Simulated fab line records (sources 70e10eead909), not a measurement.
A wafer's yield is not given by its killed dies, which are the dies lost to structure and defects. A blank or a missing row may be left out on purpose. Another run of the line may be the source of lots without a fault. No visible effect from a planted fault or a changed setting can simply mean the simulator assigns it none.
A lot that was struck, set against a sound lot :: flow nand_harc :: 17 out of 1302 route steps
Sound: the wafers L314.1, L314.4, L314.5. Wafers struck: L324.1, L324.6. The cause is given at the end.
Order at every step that has rows: each side's tool, ch and its chambers, its first start. Under that, the readings that differ: sound wafers :: struck wafers :: difference of the means :: sigmas: that difference in standard deviations of wafers without a fault.
alike: words and numbers the same on both sides, and readings whose means are apart by under 2 such deviations; not compared: readings that were withheld, readings missing a value for some wafer, numbers with overlapping values and no deviation given by the record, and bounds like >300 which may hide the same value.
The two part at a step that has a row with sigmas, a row that says differs or no value, or rows on one side only. Numbers that have no deviation but don't overlap get no sigmas and don't part them. A reading that every wafer of one side lacks parts them only if that side has two wafers or more.

NHARC_A_M1_INSPECT_11:
  struck on defect_inspect-02, day 27 14:28; sound on defect_inspect-02, day 23 06:35
  alike: raw_defect_count
then, 1 step without rows for these wafers: NHARC_A_M1_DESCUM_14 (chemistry O2, time 3 s).
NHARC_A_M1_ETCH_35: etches the open film in N2/H2, target depth 40 nm, overetch 12 nm, time 43.94 s.
  sound on rie_diel-13 ch 0,2, day 23 06:43; struck on rie_diel-06 ch 1,3, day 27 14:38
reading: drypump_motor_current_A (A)
sound: 6.5 5.0 6.5
struck: 4.8 4.8
difference: -1.2
sigmas: -2
  alike: h2_flow_sccm, oes_product_au, rf_vpp_V, showerhead_plenum_p_Torr, throttle_valve_pct
  not compared: rf_hours_counter_h
then, 1 step without rows for these wafers: NHARC_A_M1_ETCH_15 (etches the open film in C4F8/Ar, target depth 182.5 nm, time 91.2 s).
NHARC_A_M1_CD_MEAS_16:
  struck on cd_sem-01, day 27 14:50; sound on cd_sem-03, day 23 06:56
  alike: cd_nm
then, 3 steps without rows for these wafers: NHARC_A_M1_STRIP_18 (strips in N2/H2); NHARC_A_M1_ETCH_28 (etches the open film in CF4/N2, target depth 30 nm, time 72.99 s); NHARC_A_M1_STRIP_19 (strips in post etch residue remover, time 600 s).
NHARC_A_M1_DEGAS_29: time 60 s.
  struck on pvd_sputter-03, day 27 15:33; sound on pvd_sputter-02, day 23 07:39
  alike: heater_power_w
then, 1 step without rows for these wafers: NHARC_A_M1_PRE_CLEAN_30 (time 30 s).
NHARC_A_M1_PVD_20: deposits TaN, target thk 5 nm, time 8.06 s.
  sound on pvd_sputter-02; struck on pvd_sputter-03
  alike: cathode_dc_power_W, throttle_valve_pct
NHARC_A_M1_PVD_21: deposits Cu, target thk 30 nm, time 20.49 s.
  sound on pvd_sputter-02; struck on pvd_sputter-03
  alike: cathode_dc_power_W, throttle_valve_pct
NHARC_A_M1_ECD_22: material Cu, target thk 400 nm.
  sound on ecd_cu-02 ch 0,1, day 23 08:04; struck on ecd_cu-02 ch 1, day 27 15:58
NHARC_A_M1_ANNEAL_31: time 90 s.
  sound on rtp_anneal-01 ch 0, day 23 08:23; struck on rtp_anneal-02 ch 0, day 27 16:17
  alike: wafer_temp_C_max
NHARC_A_M1_CMP_23: polishes, t overpolish 20 s, target thk 154.34 nm.
  sound on cmp-04 ch 2,3, day 23 08:43; struck on cmp-01 ch 2, day 27 16:40
reading: time_to_endpoint_s (s)
sound: 23 25 23
struck: 9 6
difference: -16
sigmas: -5
  alike: motor_current_A, slurry_filter_dp_kPa
NHARC_A_M1_THK_MEAS_24: measures by xrf.
  struck on film_metro-02, day 27 17:08; sound on film_metro-02, day 23 09:02
  alike: thk_nm
  not compared: hold
NHARC_END_SORT_01:
  only the struck wafers appear in the record here, on prober-02 ch 0 at day 29 15:19; the sound ones have no rows

WHERE THEY PART
Last at NHARC_END_SORT_01 as far as this record goes, first at NHARC_A_M1_ETCH_35.

WHY: what had been put in by the simulator
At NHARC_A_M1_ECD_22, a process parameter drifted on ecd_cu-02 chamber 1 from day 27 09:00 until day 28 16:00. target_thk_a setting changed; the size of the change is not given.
